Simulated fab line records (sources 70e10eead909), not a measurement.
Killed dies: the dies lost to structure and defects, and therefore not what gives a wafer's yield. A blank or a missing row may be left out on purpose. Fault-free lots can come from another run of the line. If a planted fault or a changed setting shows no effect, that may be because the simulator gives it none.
fab line records    flow nandHarc
[record] lots = 14  wafers = 42  lastDay = 24
route steps=1159 shown A_CONTACT@868 THIN_TSV@1102 END@1159
lots that met no fault: from a run of the same line without faults
startH: start of the lot's first displayed wafer, in hours after the record's first day    waitH: hours from the lot's prior step to this one    " same as the row above    L1.1+2: several wafers, shown together as one row    - no value, or no start was given    * or withheld: withheld    < > ~ a bound
route shown NAME@n: NAME is a module with steps in the file, n the number in the route of the first one    usual: mean and standard deviation over wafers with no fault    same: alike in all rows    chamber/n: place in a boat    sites: each site's reading    _std_site: the values' standard deviation    _edge_site: outer sites' mean less inner sites'    radiusMm: how far each site lies from the wafer's centre    mask NAME#n: copy n    behind: the tool/chamber that last shaped the wafer    hold: reason for holding the lot/hours on hold/outcome of the hold    device: which transistor (n, p or np) failed to switch    end of line: the same wafers' tests at the end of the route    step lacking rows: just its recipe    killed: the dies lost at the first sort to structure and to defects; this is not the yield of the wafer    map: a wafer's dies, x killed, . not, _ none there
set.NAME: setting as actually run; set.NAME@STEP: the setting as run at that earlier step    model.NAME: the simulator's own value behind a step, which no gauge read
one table for each step of the route and one row for each wafer, over a sample of lots
services: from which hour (startH, from the record's first day; less than 0 if before it) a tool's chamber was out of use, for how many hours, and why
[[steps]]
[step NHARC_A_CONTACT_ETCH_117]
[recipe] sourceW = withheld  pressureMtorr = 20  biasV = 3000  timeS = 94  targetDepthA = 9220  arFlowSccm = withheld  c4f8FlowSccm = withheld  o2FlowSccm = withheld  chemistry = C4F8/O2/Ar
lot.wafer  tool           chamber  startH  waitH  rfHoursCounterH
L278.1     harCapEtch-03  1        362.99  0.1    77
L278.2     "              0        "       "      77
L278.3     "              0        "       "      -
L281.4     harCapEtch-02  1        381.02  0.1    -
L281.3     "              0        "       "      -
L281.6     "              1        "       "      -
L280.1     harCapEtch-02  0        384.91  0.1    12
L280.3     "              1        "       "      -
L280.6     "              0        "       "      -
L283.2     harCapEtch-02  1        397.70  0.1    14
L283.4     "              1        "       "      -
L283.6     "              0        "       "      -
L282.2     harCapEtch-03  1        402.52  0.1    84
L282.3     "              0        "       "      -
L282.6     "              0        "       "      -
L288.1     harCapEtch-02  0        427.50  0.1    18
L288.3     "              1        "       "      -
L288.6     "              0        "       "      -
L287.1     harCapEtch-01  0        433.16  0.1    65
L287.3     "              1        "       "      -
L287.6     "              1        "       "      -
L290.1     harCapEtch-03  0        443.27  0.1    90
L290.2     "              1        "       "      90
L290.3     "              1        "       "      -
L292.2     harCapEtch-03  1        448.18  0.1    91
L292.1     "              0        "       "      91
L292.5     "              1        "       "      -
L291.4     harCapEtch-03  1        456.18  0.1    -
L291.6     "              1        "       "      -
L291.5     "              0        "       "      -
L295.2     harCapEtch-03  1        467.65  0.1    97
L295.4     "              0        "       "      -
L295.6     "              1        "       "      -
L297.2     harCapEtch-03  1        475.15  0.1    99
L297.6     "              1        "       "      -
L297.5     "              0        "       "      -
L298.4     harCapEtch-03  1        476.90  0.1    -
L298.5     "              1        "       "      -
L298.6     "              0        "       "      -
L301.1     harCapEtch-01  0        496.33  0.1    79
L301.4     "              1        "       "      -
L301.6     "              1        "       "      -
[step NHARC_THIN_TSV_CMP_01]
[recipe] targetThkUm = 3
[usual] motorCurrentA = 11.9/1.3
lot.wafer  tool    chamber  startH  waitH  motorCurrentA
L278.2     cmp-03  0        417.50  0.9    13.0
L278.3     "       1        "       "      13.7
L278.1     "       2        "       "      10.6
L281.3     cmp-02  0        433.62  0.7    11.6
L281.4     "       1        "       "      14.0
L281.6     "       3        "       "      9.5
L280.3     cmp-01  2        434.80  0.7    11.8
L280.1     "       3        "       "      10.3
L280.6     "       1        "       "      11.2
L283.4     cmp-01  1        453.56  0.4    11.4
L283.2     "       0        "       "      11.1
L283.6     "       1        "       "      10.6
L282.2     cmp-01  2        454.81  0.9    11.4
L282.3     "       3        "       "      10.5
L282.6     "       1        "       "      11.8
L287.1     cmp-02  3        479.81  1.0    10.2
L287.3     "       1        "       "      13.8
L287.6     "       3        "       "      9.0
L288.3     cmp-02  0        481.01  0.7    11.5
L288.1     "       1        "       "      13.7
L288.6     "       3        "       "      9.6
L290.1     cmp-03  0        497.14  1.1    12.3
L290.3     "       1        "       "      12.8
L290.2     "       2        "       "      10.9
L292.2     cmp-02  3        498.38  0.9    9.5
L292.1     "       0        "       "      11.4
L292.5     "       2        "       "      12.1
L291.4     cmp-03  2        500.78  0.5    11.0
L291.5     "       3        "       "      12.9
L291.6     "       0        "       "      12.3
L295.2     cmp-02  3        525.31  0.8    9.2
L295.4     "       0        "       "      12.0
L295.6     "       0        "       "      11.6
L298.4     cmp-01  1        526.57  0.5    10.9
L298.6     "       3        "       "      10.8
L298.5     "       0        "       "      11.0
L297.2     cmp-03  3        527.71  0.8    13.1
L297.5     "       3        "       "      12.4
L297.6     "       0        "       "      12.5
L301.1     cmp-02  2        551.56  1.2    11.4
L301.4     "       3        "       "      9.8
L301.6     "       2        "       "      12.3
[step NHARC_THIN_TSV_DEGAS_53]
[recipe] tempC = 300  timeS = 60
[usual] heaterPowerW = 456/48
lot.wafer  tool           chamber  startH  waitH  heaterPowerW
L278.1     pvdSputter-03  -        423.77  0.1    419
L278.2     "              -        "       "      489
L278.3     "              -        "       "      463
L281.3     pvdSputter-02  -        439.75  0.1    412
L281.4     "              -        "       "      474
L281.6     "              -        "       "      493
L280.3     pvdSputter-03  -        440.87  0.1    443
L280.1     "              -        "       "      480
L280.6     "              -        "       "      421
L283.4     pvdSputter-02  -        459.72  0.1    416
L283.2     "              -        "       "      537
L283.6     "              -        "       "      416
L282.2     pvdSputter-02  -        460.90  0.1    474
L282.3     "              -        "       "      428
L282.6     "              -        "       "      495
L287.1     pvdSputter-03  -        485.78  0.1    401
L287.3     "              -        "       "      458
L287.6     "              -        "       "      399
L288.3     pvdSputter-01  -        487.16  0.1    347
L288.1     "              -        "       "      492
L288.6     "              -        "       "      501
L290.1     pvdSputter-02  -        503.13  0.1    542
L290.2     "              -        "       "      463
L290.3     "              -        "       "      489
L292.1     pvdSputter-01  -        504.68  0.1    478
L292.2     "              -        "       "      484
L292.5     "              -        "       "      359
L291.4     pvdSputter-02  -        506.79  0.1    487
L291.5     "              -        "       "      423
L291.6     "              -        "       "      487
L295.4     pvdSputter-03  -        531.40  0.1    398
L295.2     "              -        "       "      495
L295.6     "              -        "       "      406
L298.4     pvdSputter-03  -        532.63  0.1    485
L298.5     "              -        "       "      417
L298.6     "              -        "       "      401
L297.2     pvdSputter-03  -        534.65  0.1    405
L297.6     "              -        "       "      471
L297.5     "              -        "       "      424
L301.4     pvdSputter-02  -        557.73  0.1    482
L301.1     "              -        "       "      472
L301.6     "              -        "       "      489
[step NHARC_THIN_TSV_DESCUM_35]
[recipe] timeS = 3  o2FlowSccm = 200  arFlowSccm = 0  biasPowerW = 0  chemistry = O2
[usual] drypumpMotorCurrentA = 5.6/0.51  oesProductAu = 1.001/0.014  rfVppV = 57.6/0.93  showerheadPlenumPTorr = 1.89/0.078  throttleValvePct = 11.312/0.0091
[same] biasPowerW = 0
lot.wafer  tool        chamber  startH  waitH  drypumpMotorCurrentA  oesProductAu  rfHoursCounterH  rfVppV  showerheadPlenumPTorr  throttleValvePct
L278.3     rieDiel-09  0        425.07  -      5.7                   0.993         10               58.1    1.86                   11.317
L278.2     "           1        "       "      6.7                   1.004         11               56.8    1.80                   11.318
L278.1     "           2        "       "      6.5                   0.988         10               56.1    1.84                   11.302
L281.3     rieDiel-09  1        441.06  -      6.7                   1.000         0                56.3    1.80                   11.319
L281.4     "           0        "       "      5.7                   0.993         0                57.6    1.86                   11.309
L281.6     "           1        "       "      6.7                   1.002         -                56.8    1.80                   11.301
L280.3     rieDiel-01  0        442.17  -      5.2                   0.984         8                57.2    1.81                   11.307
L280.1     "           1        "       "      5.6                   0.985         9                57.8    1.81                   11.315
L280.6     "           1        "       "      5.6                   0.991         -                57.7    1.81                   11.306
L283.2     rieDiel-06  2        460.93  -      5.8                   1.021         4                58.8    2.03                   11.317
L283.6     "           1        "       "      5.4                   0.999         -                57.8    1.94                   11.313
L283.4     "           2        "       "      5.7                   1.028         -                58.5    2.03                   11.328
L282.2     rieDiel-06  1        462.17  -      5.4                   0.980         4                57.0    1.94                   11.325
L282.3     "           2        "       "      5.8                   1.008         4                58.1    2.03                   11.314
L282.6     "           0        "       "      5.0                   1.009         -                58.3    1.84                   11.320
L287.1     rieDiel-06  1        487.00  -      5.5                   0.973         7                57.0    1.94                   11.310
L287.3     "           2        "       "      5.8                   1.006         7                59.2    2.03                   11.317
L287.6     "           3        "       "      5.4                   1.007         -                57.7    1.91                   11.296
L288.3     rieDiel-06  3        488.48  -      5.4                   0.994         4                56.4    1.91                   11.330
L288.1     "           0        "       "      5.0                   1.009         7                58.7    1.84                   11.302
L288.6     "           2        "       "      5.8                   1.018         -                58.0    2.03                   11.304
L290.1     rieDiel-06  1        504.30  -      5.4                   0.984         9                57.0    1.93                   11.314
L290.3     "           3        "       "      5.4                   1.005         7                57.7    1.91                   11.312
L290.2     "           0        "       "      5.0                   0.996         9                57.9    1.84                   11.307
L292.1     rieDiel-01  3        505.85  -      5.4                   0.993         0                57.5    1.91                   11.305
L292.2     "           0        "       "      5.2                   0.997         1                55.9    1.81                   11.306
L292.5     "           0        "       "      5.2                   0.989         -                56.3    1.81                   11.314
L291.4     rieDiel-06  3        507.95  -      5.4                   0.997         7                57.9    1.91                   11.301
L291.6     "           1        "       "      5.5                   0.986         -                56.6    1.94                   11.311
L291.5     "           2        "       "      5.8                   1.024         -                58.5    2.03                   11.305
L295.2     rieDiel-01  2        532.58  -      6.2                   1.020         2                58.5    1.97                   11.334
L295.4     "           0        "       "      5.2                   0.972         -                56.9    1.81                   11.309
L295.6     "           1        "       "      5.6                   0.986         -                56.3    1.81                   11.319
L298.4     rieDiel-01  0        533.92  -      5.2                   0.987         3                56.9    1.81                   11.306
L298.5     "           3        "       "      5.4                   0.982         -                58.9    1.91                   11.326
L298.6     "           0        "       "      5.2                   0.989         -                56.5    1.80                   11.320
L297.2     rieDiel-09  1        535.98  -      6.7                   0.996         7                57.2    1.80                   11.309
L297.6     "           3        "       "      5.2                   1.002         -                54.9    1.79                   11.308
L297.5     "           0        "       "      5.7                   0.983         -                59.0    1.86                   11.307
L301.1     rieDiel-09  1        558.92  -      6.7                   1.013         8                58.4    1.80                   11.301
L301.4     "           0        "       "      5.7                   0.989         8                58.2    1.86                   11.305
L301.6     "           2        "       "      6.6                   0.981         -                56.5    1.84                   11.325
[step NHARC_END_SORT_01]
[recipe] tempC = 25
[usual] killedAtArray = 26/8.4  killedAtOther = 0.7/0.97  killedAtPeriphery = 3.2/2.2  killedDies = 30/8.5  killedOpen = 3.4/2  killedShort = 2/1.3
[same] grossDies = 677
lot.wafer  tool       chamber  startH  waitH  killedAtArray  killedAtOther  killedAtPeriphery  killedDies  killedOpen  killedShort
L295.2     prober-01  0        542.19  2.8    18             1              71                 90          5           2
L295.4     prober-01  0        543.79  3.4    24             1              103                128         0           1
L295.6     prober-01  0        545.38  4.0    34             1              93                 128         3           1
L298.4     prober-02  0        546.55  3.4    30             0              104                134         1           4
L298.5     prober-02  0        547.34  3.6    29             0              60                 89          8           3
L298.6     prober-02  0        548.12  3.9    16             0              69                 85          5           2
L297.2     prober-01  0        549.98  2.8    39             0              57                 96          5           1
L297.5     prober-01  0        552.39  3.7    24             1              95                 120         2           1
L297.6     prober-01  0        553.19  4.0    33             1              97                 131         4           1
// killed by level:class
L295.2 P_GATE:unspecified=70 A_CHANNEL_HOLE_D1:chamberFilmFlake=8 A_STAIRCASE:chamberFilmFlake=2 A_CONTACT:chamberFilmFlake=2 P_GATE:geometricParticle:open=1 A_ONON_D1:geometricParticle:open=1 A_SGD_CUT:geometricParticle:short=1 A_WL_FILL:geometricParticle:short=1
L295.4 P_GATE:unspecified=102 A_CHANNEL_HOLE_D1:chamberFilmFlake=19 A_STAIRCASE:chamberFilmFlake=2 A_CONTACT:chamberFilmFlake=2 A_BLC:geometricParticle:short=1 P_ZERO_WELL:chamberFilmFlake=1 HYBRID_BOND:latent=1
L295.6 P_GATE:unspecified=93 A_CHANNEL_HOLE_D1:chamberFilmFlake=26 A_CONTACT:chamberFilmFlake=3 A_CHANNEL_FILL_D1:geometricParticle:short=1 A_SGD_CUT:geometricParticle:open=1 A_WL_FILL:geometricParticle:open=1 A_CONTACT:geometricParticle:open=1 A_SLIT:chamberFilmFlake=1
L298.4 P_GATE:unspecified=100 A_CHANNEL_HOLE_D1:chamberFilmFlake=22 P_M2:chamberFilmFlake=3 A_CONTACT:chamberFilmFlake=3 P_M0:geometricParticle:short=1 A_ONON_D1:geometricParticle:short=1 A_CHANNEL_HOLE_D1:geometricParticle:short=1 A_CONTACT:geometricParticle:short=1
L298.5 P_GATE:unspecified=56 A_CHANNEL_HOLE_D1:chamberFilmFlake=15 A_CHANNEL_FILL_D1:geometricParticle:open=2 A_BLC:geometricParticle:open=2 A_CONTACT:chamberFilmFlake=2 P_M2:chamberFilmFlake=2 P_GATE:geometricParticle:open=1 A_ONON_D1:geometricParticle:short=1
L298.6 P_GATE:unspecified=64 A_CONTACT:chamberFilmFlake=5 A_CHANNEL_HOLE_D1:chamberFilmFlake=5 P_M0:geometricParticle:open=2 A_M0:chamberFilmFlake=2 P_GATE:geometricParticle:short=1 P_GATE:geometricParticle:open=1 P_M1:geometricParticle:open=1
L297.2 P_GATE:unspecified=56 A_SLIT:chamberFilmFlake=15 A_CHANNEL_HOLE_D1:chamberFilmFlake=10 A_CONTACT:chamberFilmFlake=7 A_CONTACT:geometricParticle:open=2 A_M0:chamberFilmFlake=2 P_M2:geometricParticle:open=1 A_SOURCE_PLATE:geometricParticle:open=1
L297.5 P_GATE:unspecified=93 A_SLIT:chamberFilmFlake=8 A_CHANNEL_HOLE_D1:chamberFilmFlake=6 A_CONTACT:chamberFilmFlake=4 A_M0:chamberFilmFlake=3 P_GATE:chamberFilmFlake=2 A_WL_FILL:geometricParticle:short=1 A_CONTACT:geometricParticle:open=1
L297.6 P_GATE:unspecified=96 A_SLIT:chamberFilmFlake=14 A_CHANNEL_HOLE_D1:chamberFilmFlake=10 A_CONTACT:chamberFilmFlake=3 A_CONTACT:geometricParticle:open=2 A_CHANNEL_HOLE_D1:geometricParticle:open=1 A_WL_FILL:geometricParticle:short=1 STARTING-WAFER:geometricParticle:open=1
[[services]]
tool           chamber  startH  hours  kind
cmp-03         -        339.74  5.5    repair
rieDiel-06     3        347.13  3.8    repair
cmp-01         -        348.71  2.7    repair
pvdSputter-02  -        351.68  9.8    repair
cmp-03         -        352.09  4.0    pm
rieDiel-01     1        355.05  8.2    repair
rieDiel-01     -        356.03  2.1    repair
rieDiel-09     3        361.10  2.5    repair
rieDiel-06     3        387.70  2.5    repair
rieDiel-06     1        390.71  3.5    repair
pvdSputter-02  -        392.00  10.0   pm
cmp-02         -        399.78  2.9    repair
harCapEtch-03  -        416.76  1.5    repair
rieDiel-06     -        416.99  2.3    repair
rieDiel-06     -        419.30  9.0    pm
cmp-02         -        423.28  4.0    pm
rieDiel-06     3        454.55  16.7   repair
pvdSputter-03  -        458.00  10.0   pm
cmp-02         -        473.47  2.3    repair
harCapEtch-03  -        514.14  0.7    repair
cmp-02         -        521.28  4.0    pm
cmp-02         -        541.31  5.3    repair
harCapEtch-03  -        545.00  17.0   pm
cmp-02         -        550.18  1.0    repair
[[key]]
[firstSign] step = NHARC_END_SORT_01  reading = killedAtPeriphery  direction = up  sigmas = 37  usual = 3.2  struck = 83.2
[effect] step = NHARC_END_SORT_01  reading = killedDies  direction = up  sigmas = 9.6  usual = 30  struck = 111
metAt NHARC_A_CONTACT_ETCH_117
struckLots L295,L297,L298
testerLeftOut L295,L297,L298
notActingAt NHARC_THIN_TSV_CMP_01,NHARC_THIN_TSV_DEGAS_53,NHARC_THIN_TSV_DESCUM_35
onsetBetween 456.18 467.65
[earlierFault] kind = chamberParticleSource  tool = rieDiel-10  chamber = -  onsetH = 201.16  steps = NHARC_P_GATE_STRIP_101  ratePerVisitCm2 = 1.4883
[fault] kind = processParameterDrift  tool = harCapEtch-03  chamber = -  onsetH = 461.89  steps = NHARC_A_CONTACT_ETCH_117  channel = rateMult  offset = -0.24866  shape = step
// testerLeftOut: of these lots the tester's yield and bins aren't shown, on N5 and GAA mostly nor the transistor test; their killed dies are dies lost to structure and defects alone, not to doping, threshold or leakage, so they don't give the yield
